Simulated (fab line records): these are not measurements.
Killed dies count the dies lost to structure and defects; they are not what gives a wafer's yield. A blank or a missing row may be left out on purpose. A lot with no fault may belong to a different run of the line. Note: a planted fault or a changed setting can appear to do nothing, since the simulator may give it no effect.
fab line records -- flow n5Finfet
[record] lots = 13, wafers = 35, lastDay = 19
route steps=1938 shown BEOL_M15@1809 PASSIVATION@1906
lots untouched by any fault: they come from a run of this same line in which no faults occurred
startH: start of the lot's first displayed wafer, in hours after the record's first day -- waitH: hours since the lot's step before -- " identical to the entry in the row above -- L1.1+2: one row covering several wafers at once -- - no value, or no start was given -- * or withheld: withheld -- < > ~ a bound
route shown NAME@n: names a module that has steps shown in the file, with the first one's number in the route -- usual: mean/standard deviation of fault-free wafers -- same: alike in all rows -- chamber/n: place in a boat -- sites: each site's reading -- _std_site: standard deviation of those values -- _edge_site: inner sites' mean taken away from outer sites' mean -- radiusMm: for every site, how far away it sits from the centre of the wafer -- mask NAME#n: copy n -- behind: the last tool/chamber to shape the wafer -- hold: why the lot was held/for how many hours/how that ended -- device: names the non-switching transistor (n, p or np) -- end of line: tests run on the same wafers once the route is complete -- for a step that has no rows: nothing shown but its recipe -- killed: not the wafer's yield, but the dies lost to structure and defects at the first sort -- map: the dies of a wafer, with x for killed, . for not killed, _ for no die there
set.NAME: the setting as run; set.NAME@STEP: as run at that earlier step -- model.NAME: the simulator's own value behind a step, which no gauge read
the route's steps for a sample of lots (tables are steps, rows are wafers)
services: the hour from which a tool's chamber was out of use, counted from the record's first day as startH (under 0 if before that day), plus the number of hours and why
[[steps]]
[step N5_BEOL_M15_TRENCH_ETCH_34]
[recipe] chemistry = C4F8/O2/Ar, target = SiO2, targetDepthA = 8729.3, heInnerTorr = 15, heOuterTorr = 30, timeS = 199, ionEnergyEv = 800, pressureMtorr = 20, sourceW = 1905, biasW = 2040, Ar_flow_sccm = 400, C4F8_flow_sccm = 16, O2_flow_sccm = 12
[usual] C4F8_flow_sccm = 16.00/0.05, drypumpMotorCurrentA = 6.1/0.46, heInnerTorr = 15.00/0.031, oesProductAu = 0.79/0.1, rfVppV = 2226/21, showerheadPlenumPTorr = 3.40/0.15, throttleValvePct = 30.92/0.28
[same] timeS = 199
lot.wafer,tool,chamber,startH,waitH,C4F8_flow_sccm,drypumpMotorCurrentA,heInnerTorr,oesProductAu,rfHoursCounterH,rfVppV,showerheadPlenumPTorr,throttleValvePct
L291.2,rieDiel-01,2,285.72,0.0,15.99,5.4,15.01,0.74,135,2245,3.45,30.90
L291.4,rieDiel-01,1,285.72,0.0,15.96,5.6,15.02,0.67,-,2244,3.38,31.37
L291.6,rieDiel-01,2,285.72,0.0,15.95,5.4,14.99,0.74,-,2244,3.45,30.90
L292.3,rieDiel-06,2,289.89,0.0,16.10,5.6,15.03,0.70,199,2250,3.53,30.96
L292.4,rieDiel-06,0,289.89,0.0,16.02,6.0,15.02,0.91,23,2224,3.37,30.49
L292.6,rieDiel-06,0,289.89,0.0,15.99,6.0,15.06,0.91,-,2224,3.37,30.50
L294.1,rieDiel-01,3,303.01,0.0,15.94,6.3,15.00,1.00,2,2188,3.39,30.59
L294.3,rieDiel-01,2,303.01,0.0,15.96,5.4,15.00,0.74,141,2244,3.45,30.89
L295.2,rieDiel-02,2,316.38,0.0,16.03,6.6,15.00,0.75,160,2202,3.19,31.06
L295.5,rieDiel-02,3,316.38,0.0,15.98,6.2,14.97,0.68,-,2204,3.27,31.38
L295.6,rieDiel-02,0,316.38,0.0,15.99,6.7,14.97,0.86,-,2215,3.64,30.66
L297.3,rieDiel-01,2,316.67,0.0,15.99,5.4,14.96,0.73,148,2242,3.45,30.92
L297.5,rieDiel-01,3,316.67,0.0,16.00,6.3,14.99,0.98,-,2189,3.39,30.58
L297.6,rieDiel-01,0,316.67,0.0,16.05,5.9,15.01,0.70,-,2239,3.37,31.30
L296.1,rieDiel-01,2,324.24,0.0,15.88,5.4,15.02,0.73,151,2243,3.44,30.90
L296.2,rieDiel-01,3,324.24,0.0,16.07,6.3,14.95,0.97,12,2189,3.38,30.59
L299.1,rieDiel-06,2,327.34,0.0,16.06,5.6,14.97,0.69,211,2249,3.53,30.96
L299.4,rieDiel-06,0,327.34,0.0,16.03,6.0,15.03,0.90,35,2224,3.36,30.50
L300.1,rieDiel-01,1,332.47,0.0,15.98,5.5,15.06,0.98,2,2243,3.38,31.08
L300.3,rieDiel-01,0,332.47,0.0,16.02,6.0,15.00,0.69,246,2239,3.37,31.27
L301.2,rieDiel-01,1,350.08,0.0,15.98,5.6,14.98,0.96,5,2242,3.37,31.08
L301.4,rieDiel-01,3,350.08,0.0,16.00,6.3,15.00,0.95,19,2188,3.38,30.61
L301.5,rieDiel-01,2,350.08,0.0,15.95,5.4,14.97,0.72,-,2243,3.44,30.93
L302.1,rieDiel-02,0,361.13,0.0,16.03,6.8,15.07,0.84,60,2215,3.63,30.68
L302.2,rieDiel-02,3,361.13,0.0,16.03,6.2,15.00,0.68,221,2202,3.26,31.38
L302.3,rieDiel-02,2,361.13,0.0,15.96,6.6,14.98,0.75,173,2203,3.19,31.08
L311.1,rieDiel-01,2,414.93,0.0,15.97,5.4,14.98,0.71,179,2242,3.43,30.94
L311.2,rieDiel-01,3,414.93,0.0,16.01,6.3,14.99,0.91,40,2187,3.37,30.63
L311.3,rieDiel-01,1,414.93,0.0,15.95,5.5,14.97,0.90,26,2241,3.36,31.12
L310.2,rieDiel-06,0,415.29,0.0,15.98,6.0,15.01,0.86,61,2222,3.35,30.54
L310.5,rieDiel-06,0,415.29,0.0,15.91,6.0,15.03,0.85,-,2223,3.35,30.55
L310.6,rieDiel-06,3,415.29,0.0,16.09,6.6,14.94,0.91,-,2237,3.60,30.62
L313.1,rieDiel-01,0,442.15,0.0,16.05,5.9,14.99,0.89,16,2238,3.36,30.90
L313.3,rieDiel-01,3,442.15,0.0,16.05,6.3,15.02,0.89,50,2187,3.36,30.63
L313.5,rieDiel-01,2,442.15,0.0,15.97,5.4,15.03,0.70,-,2242,3.42,30.97
[step N5_PASSIVATION_OVL_MEAS_63]
[recipe] pointsPerWafer = 44
[usual] PAD_OVL = 3/5.2
lot.wafer,tool,chamber,startH,waitH,PAD_OVL[nm]
L291.2,overlay-01,0,299.22,0.0,3
L291.4,overlay-01,0,299.22,0.0,2
L291.6,overlay-01,0,299.22,0.0,4
L292.3,overlay-02,0,308.25,0.0,6
L292.4,overlay-02,0,308.25,0.0,6
L292.6,overlay-02,0,308.25,0.0,9
L294.1,overlay-01,0,314.17,0.0,10
L294.3,overlay-01,0,314.17,0.0,12
L295.2,overlay-02,0,327.59,0.0,-5
L295.5,overlay-02,0,327.59,0.0,0
L295.6,overlay-02,0,327.59,0.0,-13
L297.3,overlay-01,0,328.08,0.0,2
L297.5,overlay-01,0,328.08,0.0,7
L297.6,overlay-01,0,328.08,0.0,0
L296.1,overlay-02,0,336.66,0.0,1
L296.2,overlay-02,0,336.66,0.0,7
L299.1,overlay-01,0,343.03,0.0,6
L299.4,overlay-01,0,343.03,0.0,1
L300.1,overlay-01,0,352.36,0.0,4
L300.3,overlay-01,0,352.36,0.0,6
L301.2,overlay-02,0,363.36,0.0,-6
L301.4,overlay-02,0,363.36,0.0,-3
L301.5,overlay-02,0,363.36,0.0,11
L302.1,overlay-01,0,376.15,0.0,5
L302.2,overlay-01,0,376.15,0.0,5
L302.3,overlay-01,0,376.15,0.0,11
L311.1,overlay-01,0,430.68,0.0,10
L311.2,overlay-01,0,430.68,0.0,5
L311.3,overlay-01,0,430.68,0.0,7
L310.2,overlay-02,0,433.95,0.0,3
L310.5,overlay-02,0,433.95,0.0,-1
L310.6,overlay-02,0,433.95,0.0,-3
L313.1,overlay-01,0,455.31,0.0,2
L313.3,overlay-01,0,455.31,0.0,-1
L313.5,overlay-01,0,455.31,0.0,5
[step N5_PASSIVATION_PROBE_49]
[usual] defectLimitedYield = 91.3/1.3, killed_at_M0_to_M3 = 34/9.1, killed_at_M4_up = 14/5.6, killedAtContacts = 13/5.9, killedAtFrontEnd = 39/11, killedAtOther = 3.6/3, killedDies = 102/16, killedOpen = 68/12, killedShort = 33/7.3, sort_bin_4_leakage = 0.00/0.01, sort_bin_5_function = 5.2/0.89, sort_bin_6_memory = 3.2/0.68, sort_bin_8_speed = 0.00/0.027, sortNPass = 1078/16
[same] grossDies = 1180, killedAtBackSide = 0
lot.wafer,tool,chamber,startH,waitH,defectLimitedYield[%],killed_at_M0_to_M3,killed_at_M4_up,killedAtContacts,killedAtFrontEnd,killedAtOther,killedDies,killedOpen,killedShort,sort_bin_4_leakage[%],sort_bin_5_function[%],sort_bin_6_memory[%],sort_bin_8_speed[%],sortNPass
L292.3,prober-02,-,313.52,0.1,91.9,28,8,5,47,8,96,60,34,0,4.7,3.4,0,1084
L292.4,prober-02,-,313.57,0.2,90.3,37,11,8,52,6,114,71,42,0,6.4,2.9,0,1066
L292.6,prober-02,-,313.67,0.3,89.9,40,16,13,48,2,119,85,33,0,5.3,4.5,0,1061
L294.1,prober-02,-,319.29,0.0,90.3,44,18,6,46,1,115,68,45,0,6.1,2.8,0,1065
L294.3,prober-02,-,319.39,0.1,91.5,25,7,1,60,7,100,61,38,0,4.8,3.2,0,1080
L295.2,prober-01,-,332.52,0.1,92.5,28,13,4,41,3,89,59,30,0,5.3,1.9,0,1091
L295.5,prober-01,-,332.67,0.2,90.5,34,24,1,44,9,112,72,37,0,4.9,4.3,0,1068
L295.6,prober-01,-,332.72,0.3,92.5,25,15,6,41,1,88,63,23,0,4.4,2.7,0,1092
L299.1,prober-02,-,348.79,0.0,88.6,29,9,7,79,10,134,87,47,0.08,5.9,5.0,0,1045
L299.4,prober-02,-,348.94,0.2,88.4,29,18,15,72,3,137,90,46,0,7.2,4.2,0,1043
L300.1,prober-02,-,357.19,0.0,91.2,37,9,17,37,4,104,76,24,0,6.3,2.1,0.17,1076
L300.3,prober-02,-,357.29,0.1,92.0,30,17,12,34,1,94,68,21,0,5.2,2.2,0,1086
L301.2,prober-01,-,368.37,0.1,91.1,29,18,15,42,1,105,67,36,0,6.1,2.5,0,1075
L301.4,prober-01,-,368.47,0.2,89.2,32,34,15,45,2,128,86,33,0,6.5,3.5,0,1052
L301.5,prober-01,-,368.52,0.2,90.1,25,28,27,34,3,117,87,29,0,6.0,3.6,0,1063
L302.1,prober-02,-,381.00,0.0,92.1,33,18,8,30,4,93,61,32,0,4.6,3.1,0,1087
L302.2,prober-02,-,381.05,0.1,93.4,32,9,4,29,4,78,45,33,0,4.1,2.4,0,1102
L302.3,prober-02,-,381.10,0.1,90.5,45,19,10,33,5,112,77,33,0,5.8,3.5,0,1068
L311.1,prober-02,-,436.19,0.0,93.1,20,21,10,31,0,82,55,26,0,4.0,2.6,0,1098
L311.2,prober-02,-,436.24,0.1,92.9,25,20,14,21,4,84,57,25,0,3.6,3.3,0,1096
L311.3,prober-02,-,436.29,0.1,92.0,22,23,20,27,2,94,63,25,0,4.7,2.5,0,1086
L310.2,prober-02,-,439.32,0.1,90.2,48,25,13,27,3,116,72,24,0,5.2,4.4,0,1064
L310.5,prober-02,-,439.47,0.2,90.0,23,40,15,37,3,118,67,21,0,6.4,3.2,0,1062
L310.6,prober-02,-,439.52,0.3,92.2,27,7,28,23,7,92,59,33,0,4.5,3.0,0,1088
// killed by level:class
L292.3 STI_FIN_REVEAL:geometricParticle:open=15 GATE_CUT:geometricParticle:short=8 STI_FIN_REVEAL:geometricParticle:short=7 BEOL_M0_SAQP:geometricParticle:open=5 BEOL_M1:geometricParticle:open=5 BEOL_M3:geometricParticle:open=5 DUMMY_GATE:geometricParticle:open=4 BEOL_M2:geometricParticle:open=4
L292.4 FIN_SAQP:geometricParticle:short=12 STI_FIN_REVEAL:geometricParticle:open=12 BEOL_M1:geometricParticle:open=8 BEOL_M2:geometricParticle:open=8 FIN_SAQP:geometricParticle:open=7 MOL_CONTACT_COAG:geometricParticle:open=7 BEOL_M3:geometricParticle:open=6 BEOL_M0_SAQP:geometricParticle:short=5
L292.6 BEOL_M2:geometricParticle:open=11 BEOL_M4:geometricParticle:open=11 STI_FIN_REVEAL:geometricParticle:open=10 GATE_CUT:geometricParticle:short=10 MOL_CONTACT_COAG:geometricParticle:open=10 GATE_CUT:geometricParticle:open=9 BEOL_M3:geometricParticle:open=7 BEOL_M0_SAQP:geometricParticle:open=6
L294.1 FIN_SAQP:geometricParticle:short=14 BEOL_M0_SAQP:geometricParticle:short=14 BEOL_M0_SAQP:geometricParticle:open=13 FIN_SAQP:geometricParticle:open=8 BEOL_M4:geometricParticle:open=8 BEOL_M1:geometricParticle:open=6 STI_FIN_REVEAL:geometricParticle:open=5 GATE_CUT:geometricParticle:open=5
L294.3 STI_FIN_REVEAL:geometricParticle:open=14 FIN_SAQP:geometricParticle:short=13 BEOL_M1:geometricParticle:open=7 ILD0:geometricParticle:short=6 FIN_SAQP:geometricParticle:open=4 STI_FIN_REVEAL:geometricParticle:short=4 GATE_CUT:geometricParticle:short=4 BEOL_M0_SAQP:geometricParticle:short=4
L295.2 BEOL_M0_SAQP:geometricParticle:short=8 FIN_SAQP:geometricParticle:open=7 STI_FIN_REVEAL:geometricParticle:open=7 BEOL_M0_SAQP:geometricParticle:open=6 STARTING-WAFER:geometricParticle:open=5 ILD0:geometricParticle:open=4 BEOL_M2:geometricParticle:open=4 MOL_CONTACT_COAG:geometricParticle:open=4
L295.5 STI_FIN_REVEAL:geometricParticle:open=12 BEOL_M2:geometricParticle:open=7 BEOL_M1:geometricParticle:open=7 BEOL_M4:geometricParticle:open=7 BEOL_M6:geometricParticle:open=6 STI_FIN_REVEAL:geometricParticle:short=5 FIN_SAQP:geometricParticle:short=4 BEOL_M3:geometricParticle:open=4
L295.6 FIN_SAQP:geometricParticle:open=10 STI_FIN_REVEAL:geometricParticle:open=8 BEOL_M1:geometricParticle:open=7 BEOL_M4:geometricParticle:open=7 FIN_SAQP:geometricParticle:short=5 BEOL_M5:geometricParticle:open=5 BEOL_M2:geometricParticle:open=5 MOL_CONTACT_COAG:geometricParticle:open=4
L299.1 FIN_SAQP:geometricParticle:open=27 GATE_CUT:geometricParticle:short=13 DUMMY_GATE:geometricParticle:open=7 MOL_CONTACT_COAG:geometricParticle:open=7 FIN_SAQP:geometricParticle:short=6 BEOL_M2:geometricParticle:open=6 ILD0:geometricParticle:open=6 STI_FIN_REVEAL:geometricParticle:open=5
L299.4 FIN_SAQP:geometricParticle:open=26 MOL_CONTACT_COAG:geometricParticle:open=13 GATE_CUT:geometricParticle:short=12 FIN_SAQP:geometricParticle:short=7 GATE_CUT:geometricParticle:open=6 BEOL_M4:geometricParticle:open=6 BEOL_M1:geometricParticle:open=5 ILD0:geometricParticle:open=5
L300.1 MOL_CONTACT_COAG:geometricParticle:open=14 BEOL_M2:geometricParticle:open=9 FIN_SAQP:geometricParticle:open=7 FIN_SAQP:geometricParticle:short=6 STI_FIN_REVEAL:geometricParticle:open=6 BEOL_M3:geometricParticle:open=6 BEOL_M0_SAQP:geometricParticle:open=6 BEOL_M4:geometricParticle:open=6
L300.3 BEOL_M2:geometricParticle:open=14 BEOL_M4:geometricParticle:open=11 MOL_CONTACT_COAG:geometricParticle:open=11 BEOL_M3:geometricParticle:open=8 STARTING-WAFER:geometricParticle:open=6 FIN_SAQP:geometricParticle:open=5 BEOL_M3:geometricParticle:short=4 HKMG_FIN:areaEtch=4
L301.2 FIN_SAQP:geometricParticle:open=14 MOL_CONTACT_COAG:geometricParticle:open=8 BEOL_M3:geometricParticle:open=7 MOL_CONTACT_COAG:geometricParticle:short=7 BEOL_M4:geometricParticle:open=7 FIN_SAQP:geometricParticle:short=6 STI_FIN_REVEAL:geometricParticle:open=5 BEOL_M2:geometricParticle:open=5
L301.4 BEOL_M4:geometricParticle:open=21 MOL_CONTACT_COAG:geometricParticle:open=13 BEOL_M0_SAQP:geometricParticle:short=10 FIN_SAQP:geometricParticle:open=9 STI_FIN_REVEAL:geometricParticle:open=9 HKMG_FIN:areaEtch=8 BEOL_M4:geometricParticle:short=7 BEOL_M3:geometricParticle:open=6
L301.5 MOL_CONTACT_COAG:geometricParticle:open=22 BEOL_M4:geometricParticle:open=19 FIN_SAQP:geometricParticle:open=12 FIN_SAQP:geometricParticle:short=10 BEOL_M0_SAQP:geometricParticle:open=6 BEOL_M2:geometricParticle:open=6 STI_FIN_REVEAL:geometricParticle:open=5 MOL_CONTACT_COAG:geometricParticle:short=5
L302.1 BEOL_M2:geometricParticle:open=15 BEOL_M4:geometricParticle:open=8 FIN_SAQP:geometricParticle:open=6 STI_FIN_REVEAL:geometricParticle:open=6 BEOL_M3:geometricParticle:open=6 MOL_CONTACT_COAG:geometricParticle:open=5 BEOL_M4:geometricParticle:short=5 FIN_SAQP:geometricParticle:short=4
L302.2 BEOL_M2:geometricParticle:open=8 GATE_CUT:geometricParticle:short=6 BEOL_M0_SAQP:geometricParticle:short=6 BEOL_M3:geometricParticle:open=6 FIN_SAQP:geometricParticle:short=5 BEOL_M0_SAQP:geometricParticle:open=5 FIN_SAQP:geometricParticle:open=4 BEOL_M4:geometricParticle:open=4
L302.3 BEOL_M3:geometricParticle:open=14 MOL_CONTACT_COAG:geometricParticle:open=9 BEOL_M4:geometricParticle:open=9 STI_FIN_REVEAL:geometricParticle:open=7 BEOL_M2:geometricParticle:open=7 BEOL_M4:geometricParticle:short=7 FIN_SAQP:geometricParticle:open=6 FIN_SAQP:geometricParticle:short=5
L311.1 FIN_SAQP:geometricParticle:short=9 MOL_CONTACT_COAG:geometricParticle:open=9 BEOL_M4:geometricParticle:open=9 FIN_SAQP:geometricParticle:open=6 BEOL_M0_SAQP:geometricParticle:open=5 STI_FIN_REVEAL:geometricParticle:open=4 BEOL_M3:geometricParticle:open=4 BEOL_M0_SAQP:geometricParticle:short=3
L311.2 BEOL_M3:geometricParticle:open=10 MOL_CONTACT_COAG:geometricParticle:open=9 BEOL_M4:geometricParticle:open=9 BEOL_M2:geometricParticle:open=6 FIN_SAQP:geometricParticle:short=5 MOL_CONTACT_COAG:geometricParticle:short=5 FIN_SAQP:geometricParticle:open=4 BEOL_M7:geometricParticle:open=4
L311.3 MOL_CONTACT_COAG:geometricParticle:open=15 BEOL_M4:geometricParticle:open=10 STI_FIN_REVEAL:geometricParticle:open=6 BEOL_M3:geometricParticle:short=6 FIN_SAQP:geometricParticle:open=5 MOL_CONTACT_COAG:geometricParticle:short=5 BEOL_M5:geometricParticle:open=5 HKMG_FIN:areaEtch=5
L310.2 BEOL_M2:geometricParticle:open=18 BEOL_M15:unspecified=18 BEOL_M3:geometricParticle:open=12 MOL_CONTACT_COAG:geometricParticle:open=12 STI_FIN_REVEAL:geometricParticle:open=8 FIN_SAQP:geometricParticle:short=7 BEOL_M0_SAQP:geometricParticle:open=6 BEOL_M1:geometricParticle:open=4
L310.5 BEOL_M15:unspecified=29 MOL_CONTACT_COAG:geometricParticle:open=13 FIN_SAQP:geometricParticle:open=9 STI_FIN_REVEAL:geometricParticle:open=7 BEOL_M4:geometricParticle:open=6 BEOL_M1:geometricParticle:open=6 FIN_SAQP:geometricParticle:short=5 ILD0:geometricParticle:open=4
L310.6 MOL_CONTACT_COAG:geometricParticle:open=24 BEOL_M3:geometricParticle:open=8 BEOL_M0_SAQP:geometricParticle:short=5 FIN_SAQP:geometricParticle:open=4 ILD0:geometricParticle:open=4 MOL_CONTACT_COAG:geometricParticle:short=4 BEOL_M1:geometricParticle:open=4 STARTING-WAFER:geometricParticle:short=4
[[services]]
tool,chamber,startH,hours,kind
rieDiel-06,3,274.05,-,clean
rieDiel-06,3,274.05,-,consumableReplace:focusRing
rieDiel-06,3,274.05,-,consumableReplace:showerhead
rieDiel-06,3,274.05,15.7,scheduledDown
rieDiel-06,3,274.05,15.7,ventCycle
rieDiel-01,3,276.59,-,clean
rieDiel-01,3,276.59,-,consumableReplace:focusRing
rieDiel-01,1,305.06,-,clean
rieDiel-01,1,305.06,-,consumableReplace:focusRing
rieDiel-01,1,329.54,2.5,repair
rieDiel-01,-,345.20,2.8,pm
rieDiel-01,0,351.30,-,clean
rieDiel-01,0,351.30,-,consumableReplace:focusRing
rieDiel-01,0,351.30,10.8,scheduledDown
rieDiel-01,0,351.30,10.8,ventCycle
rieDiel-01,0,408.56,21.0,repair
rieDiel-02,-,436.50,2.0,repair
[[key]]
[firstSign] step = N5_PASSIVATION_PROBE_49, reading = killed_at_M4_up, direction = up, sigmas = 3.3, usual = 14, struck = 32
effect none on later readings
metAt N5_BEOL_M15_TRENCH_ETCH_34
struckLots L310
struckWafers L310.2,L310.5
notActingAt N5_PASSIVATION_OVL_MEAS_63
onsetBetween 327.34 415.29
[fault] kind = chamberParticleSource, tool = rieDiel-06, chamber = 0, onsetH = 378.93, steps = N5_BEOL_M15_TRENCH_ETCH_34, ratePerVisitCm2 = 0.051969, endH = 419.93
